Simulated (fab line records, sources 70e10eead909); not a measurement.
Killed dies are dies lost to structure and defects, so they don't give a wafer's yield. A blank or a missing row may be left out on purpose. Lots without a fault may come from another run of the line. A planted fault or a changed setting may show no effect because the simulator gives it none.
One fault seen from 2 desks | flow nand_harc | each desk has only its own numbers; what lay behind them comes last

THE METROLOGY DESK
What the gauges read, lot by lot, whatever tool the lot ran on: means of the sampled wafers that have a number. A lot is out of limits, marked OUT, if its mean lies more than 4 standard deviations from the usual mean; the brackets give that distance.
Columns: A = thk_nm at NHARC_A_ONON_D1_THK_MEAS_02, usual 1000 nm
lot  | first seen here | A
L213 | day 7 19:54     | 1014
L214 | day 7 19:54     | 989
L216 | day 8 04:09     | 1000
L219 | day 9 06:12     | 997
L221 | day 9 09:19     | 1015
L222 | day 10 00:10    | 1013
L223 | day 10 00:10    | 1507 (+53) OUT
L225 | day 10 19:09    | 1498 (+52) OUT
L227 | day 11 11:07    | 1002
L226 | day 11 11:07    | 996
L228 | day 11 14:31    | 996
L229 | day 11 14:32    | 1000
L232 | day 12 10:58    | 990
L233 | day 12 18:13    | 1004
This desk's finding: out of limits on L223, L225; first on L223, day 10 00:10 (thk_nm at NHARC_A_ONON_D1_THK_MEAS_02). In limits: L213, L214, L216, L219, L221, L222, L227, L226, L228, L229, L232, L233.

THE DEFECT DESK
What the inspections along the route counted, lot by lot: means of the sampled wafers that have a number. A lot is out of limits, marked OUT, if its mean lies more than 4 standard deviations from the usual mean; the brackets give that distance.
Columns: A = raw_defect_count at NHARC_A_START_INSPECT_01, usual 3.4
lot  | first seen here | A
L214 | day 6 20:50     | 5.0
L213 | day 6 21:28     | 1.7
L216 | day 7 06:22     | 4.0
L219 | day 8 06:24     | 3.3
L221 | day 8 10:04     | 2.3
L223 | day 9 00:38     | 2.3
L222 | day 9 01:19     | 3.0
L225 | day 9 19:38     | 4.0
L226 | day 10 09:02    | 3.3
L227 | day 10 12:47    | 3.3
L228 | day 10 15:01    | 1.7
L229 | day 10 17:20    | 3.0
L232 | day 11 11:14    | 3.7
L233 | day 11 16:50    | 3.0
This desk's finding: nothing out of limits on any of the 14 lots.

PUT TOGETHER
The metrology desk could have raised an alarm at day 10 00:10, on L223, L225.
The defect desk saw nothing out of limits.
The defect desk has L223, L225 on record, within its limits.
Of the lots named, all ran NHARC_A_ONON_D1_DEP_00 on pecvd_onon-01.

WHAT THE SIMULATOR HAD PUT IN
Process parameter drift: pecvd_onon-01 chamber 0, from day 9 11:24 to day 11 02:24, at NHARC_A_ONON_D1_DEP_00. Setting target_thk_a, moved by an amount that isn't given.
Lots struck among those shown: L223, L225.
Hours from the fault's start to each desk's first reading out of limits: the metrology desk, 13.
